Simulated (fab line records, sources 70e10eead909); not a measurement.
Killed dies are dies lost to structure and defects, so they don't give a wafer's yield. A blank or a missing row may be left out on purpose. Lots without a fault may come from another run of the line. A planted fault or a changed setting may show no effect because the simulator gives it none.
Chamber matching | flow nand_harc | NHARC_A_DECK1_JOINT_DEP_16 on pecvd-01: 3 sister chambers
The step deposits SiO2, target thk 45 nm. 14 wafers are shown with their chamber, then 7 later ones without.

WAFERS WITH THEIR CHAMBER
wafer  | chamber | heater_power_w (W) | throttle_valve_pct (%)
L183.1 | 0       | 472                | 16.0
L183.2 | 1       | 581                | 16.3
L183.6 | 1       | 582                | 16.0
L184.3 | 2       | 481                | 16.2
L184.4 | 0       | 477                | 16.2
L184.6 | 2       | 498                | 16.4
L195.1 | 1       | 546                | 16.3
L195.2 | 2       | 594                | 15.6
L195.6 | 0       | 519                | 15.9
L199.2 | 2       | 610                | 16.0
L199.3 | 0       | 479                | 16.4
L199.5 | 1       | 572                | 15.9
L200.1 | 0       | 438                | 16.2
L200.4 | 2       | 560                | 16.2

SIGNATURES (means of the wafers above)
reading            | chamber 0 | chamber 1 | chamber 2 | scatter within a chamber
heater_power_w     | 477.00    | 570.25    | 548.60    | 39.6
throttle_valve_pct | 16.140    | 16.125    | 16.080    | 0.243
Rule: a wafer's distance from a chamber is the root of the sum, over the readings, of the square of ((its reading less the chamber's mean) divided by the reading's scatter). The wafer belongs to the nearest chamber; if the next one is less than 2 further off, it can't be placed. The scatter: the root of (the sum of the squares of (reading less its chamber's mean) over the shown wafers, divided by (wafers less chambers)).

WAFERS WITHOUT THEIR CHAMBER
wafer  | heater_power_w (W) | throttle_valve_pct (%)
L200.6 | 436                | 16.1
L203.2 | 570                | 16.1
L203.5 | 579                | 16.0
L203.6 | 554                | 16.3
L204.1 | 456                | 16.3
L204.2 | 616                | 16.2
L204.3 | 463                | 16.6

WHICH CHAMBER EACH WENT THROUGH
wafer  | from the rows above          | in truth
L200.6 | can't be placed: 0 or 2      | 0
L203.2 | can't be placed: 1 or 2      | 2
L203.5 | can't be placed: 1 or 2      | 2
L203.6 | can't be placed: 1 or 2 or 0 | 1
L204.1 | can't be placed: 0 or 2      | 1
L204.2 | can't be placed: 1 or 2      | 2
L204.3 | can't be placed: 0 or 2 or 1 | 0
Placed correctly: 0 of 7. Can't be placed from these rows: 7 (the true chamber is among the candidates in 6). Placed wrongly: 0.
